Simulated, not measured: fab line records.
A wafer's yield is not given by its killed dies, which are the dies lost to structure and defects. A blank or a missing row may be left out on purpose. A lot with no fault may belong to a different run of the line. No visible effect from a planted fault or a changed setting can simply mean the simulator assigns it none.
Chamber matching | flow n5-finfet | 3 sister chambers for N5_BEOL_M5_CO_CAP_78 on cvd-co-01
The step material Co, precursor CCTBA/H2, target thk 2 nm, time 102.1 s. 39 wafers are shown with their chamber, then 12 later ones without.

== WAFERS PAIRED WITH THEIR CHAMBERS ==
wafer  | chamber | heater-power-w (W) | susceptor-temp-C (C)
L074.3 | 2       | 220                | 199.90
L074.4 | 1       | 239                | 200.23
L074.5 | 2       | 218                | 200.07
L076.1 | 2       | 224                | 199.80
L076.2 | 1       | 233                | 199.91
L076.5 | 1       | 239                | 200.25
L075.3 | 0       | 245                | 200.05
L075.4 | 1       | 232                | 199.85
L075.6 | 2       | 224                | 200.22
L079.1 | 1       | 238                | 200.04
L079.3 | 2       | 219                | 200.04
L079.5 | 0       | 249                | 200.18
L077.1 | 1       | 237                | 200.10
L077.3 | 0       | 249                | 200.06
L077.6 | 2       | 230                | 200.00
L081.1 | 2       | 223                | 200.25
L081.3 | 1       | 238                | 200.24
L081.6 | 1       | 240                | 200.02
L080.1 | 2       | 221                | 200.20
L080.4 | 0       | 246                | 200.13
L080.5 | 2       | 227                | 200.20
L085.2 | 0       | 242                | 200.07
L085.3 | 2       | 227                | 200.04
L085.5 | 1       | 235                | 200.21
L087.1 | 1       | 236                | 199.62
L087.2 | 0       | 244                | 199.94
L087.3 | 2       | 220                | 199.90
L087.4 | 2       | 223                | 199.93
L087.5 | 0       | 251                | 200.13
L087.6 | 1       | 242                | 199.72
L091.1 | 2       | 224                | 200.21
L091.2 | 0       | 249                | 199.74
L091.3 | 1       | 234                | 199.94
L091.4 | 1       | 242                | 199.76
L091.5 | 2       | 219                | 200.14
L091.6 | 0       | 251                | 199.77
L092.2 | 1       | 231                | 199.99
L092.4 | 0       | 244                | 199.95
L092.6 | 1       | 235                | 199.92

SIGNATURES, as means of the wafers listed above
reading          | chamber 0 | chamber 1 | chamber 2 | scatter within a chamber
heater-power-w   | 247.00    | 236.73    | 222.79    | 3.4
susceptor-temp-C | 200.0020  | 199.9867  | 200.0643  | 0.168
Rule: a wafer's distance from a chamber is the root of the sum, over the readings, of the square of ((its reading less the chamber's mean) divided by the reading's scatter). If the next closest chamber is less than 2 further off than the closest, the wafer can't be placed; otherwise it belongs to the closest. The scatter: the root of (the sum of the squares of (reading less its chamber's mean) over the shown wafers, divided by (wafers less chambers)).

== WAFERS WITHOUT THEIR CHAMBER ==
wafer  | heater-power-w (W) | susceptor-temp-C (C)
L093.2 | 226                | 200.19
L093.3 | 236                | 200.08
L093.6 | 230                | 200.15
L097.1 | 228                | 200.18
L097.2 | 250                | 199.80
L097.3 | 234                | 199.92
L097.4 | 233                | 200.09
L097.5 | 245                | 199.84
L097.6 | 220                | 200.02
L096.1 | 247                | 199.55
L096.3 | 236                | 199.98
L096.5 | 226                | 199.92

== EACH ONE'S CHAMBER ==
wafer  | from the rows above     | in truth
L093.2 | 2                       | 2
L093.3 | 1                       | 1
L093.6 | can't be placed: 2 or 1 | 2
L097.1 | can't be placed: 2 or 1 | 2
L097.2 | 0                       | 0
L097.3 | 1                       | 1
L097.4 | can't be placed: 1 or 2 | 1
L097.5 | can't be placed: 0 or 1 | 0
L097.6 | 2                       | 2
L096.1 | can't be placed: 0 or 1 | 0
L096.3 | 1                       | 1
L096.5 | can't be placed: 2 or 1 | 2
Placed correctly: 6 of 12. From these rows, 6 cannot be placed; in 6 the true chamber is one of the candidates. Wrongly placed: 0.
